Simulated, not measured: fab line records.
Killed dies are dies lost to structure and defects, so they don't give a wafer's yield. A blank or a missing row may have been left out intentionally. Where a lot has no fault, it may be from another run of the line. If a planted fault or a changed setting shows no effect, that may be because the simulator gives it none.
Matching of chambers | flow nand harc | NHARC_A_STAIRCASE_DESCUM_443 on rie diel-04: 4 sister chambers
The step chemistry O2, time 3 s. 14 wafers are shown with their chamber, then 7 later ones without.

## WAFERS PAIRED WITH THEIR CHAMBERS
wafer  | chamber | showerhead plenum p Torr (Torr) | drypump motor current A (A) | throttle valve pct (%)
L074.2 | 1       | 2.06                            | 5.5                         | 11.324
L074.5 | 1       | 2.06                            | 5.5                         | 11.306
L074.6 | 0       | 1.85                            | 5.4                         | 11.328
L081.1 | 2       | 1.92                            | 5.1                         | 11.311
L081.4 | 3       | 1.97                            | 5.7                         | 11.316
L081.5 | 3       | 1.97                            | 5.7                         | 11.298
L086.2 | 2       | 1.92                            | 5.1                         | 11.315
L086.5 | 2       | 1.92                            | 5.1                         | 11.311
L086.6 | 3       | 1.96                            | 5.7                         | 11.309
L087.1 | 2       | 1.92                            | 5.1                         | 11.321
L087.2 | 3       | 1.96                            | 5.7                         | 11.306
L087.4 | 0       | 1.85                            | 5.3                         | 11.321
L093.1 | 1       | 2.04                            | 5.5                         | 11.302
L093.2 | 3       | 1.96                            | 5.7                         | 11.300

SIGNATURES (means of the wafers above)
reading                  | chamber 0 | chamber 1 | chamber 2 | chamber 3 | scatter within a chamber
showerhead plenum p Torr | 1.8500    | 2.0533    | 1.9200    | 1.9640    | 0.00622
drypump motor current A  | 5.350     | 5.500     | 5.100     | 5.700     | 0.0224
throttle valve pct       | 11.32450  | 11.31067  | 11.31450  | 11.30580  | 0.00758
Rule: a wafer's distance from a chamber is the root of the sum, over the readings, of the square of ((its reading less the chamber's mean) divided by the reading's scatter). If the next closest chamber is less than 2 further off than the closest, the wafer can't be placed; otherwise it belongs to the closest. The scatter is the square root of a quotient: the sum, over the shown wafers, of each reading's squared deviation from its chamber's mean, divided by wafers minus chambers.

## WAFERS WITHOUT THEIR CHAMBER
wafer  | showerhead plenum p Torr (Torr) | drypump motor current A (A) | throttle valve pct (%)
L093.6 | 1.84                            | 5.4                         | 11.319
L091.2 | 1.91                            | 5.1                         | 11.310
L091.3 | 1.84                            | 5.4                         | 11.314
L091.5 | 1.84                            | 5.4                         | 11.326
L095.2 | 1.96                            | 5.7                         | 11.308
L095.3 | 1.84                            | 5.4                         | 11.316
L095.6 | 2.04                            | 5.5                         | 11.309

## EACH ONE'S CHAMBER
wafer  | from the rows above | in truth
L093.6 | 0                   | 0
L091.2 | 2                   | 2
L091.3 | 0                   | 0
L091.5 | 0                   | 0
L095.2 | 3                   | 3
L095.3 | 0                   | 0
L095.6 | 1                   | 1
Correctly placed: 7 of 7. Not placeable from these rows: 0. Number placed wrongly: 0.
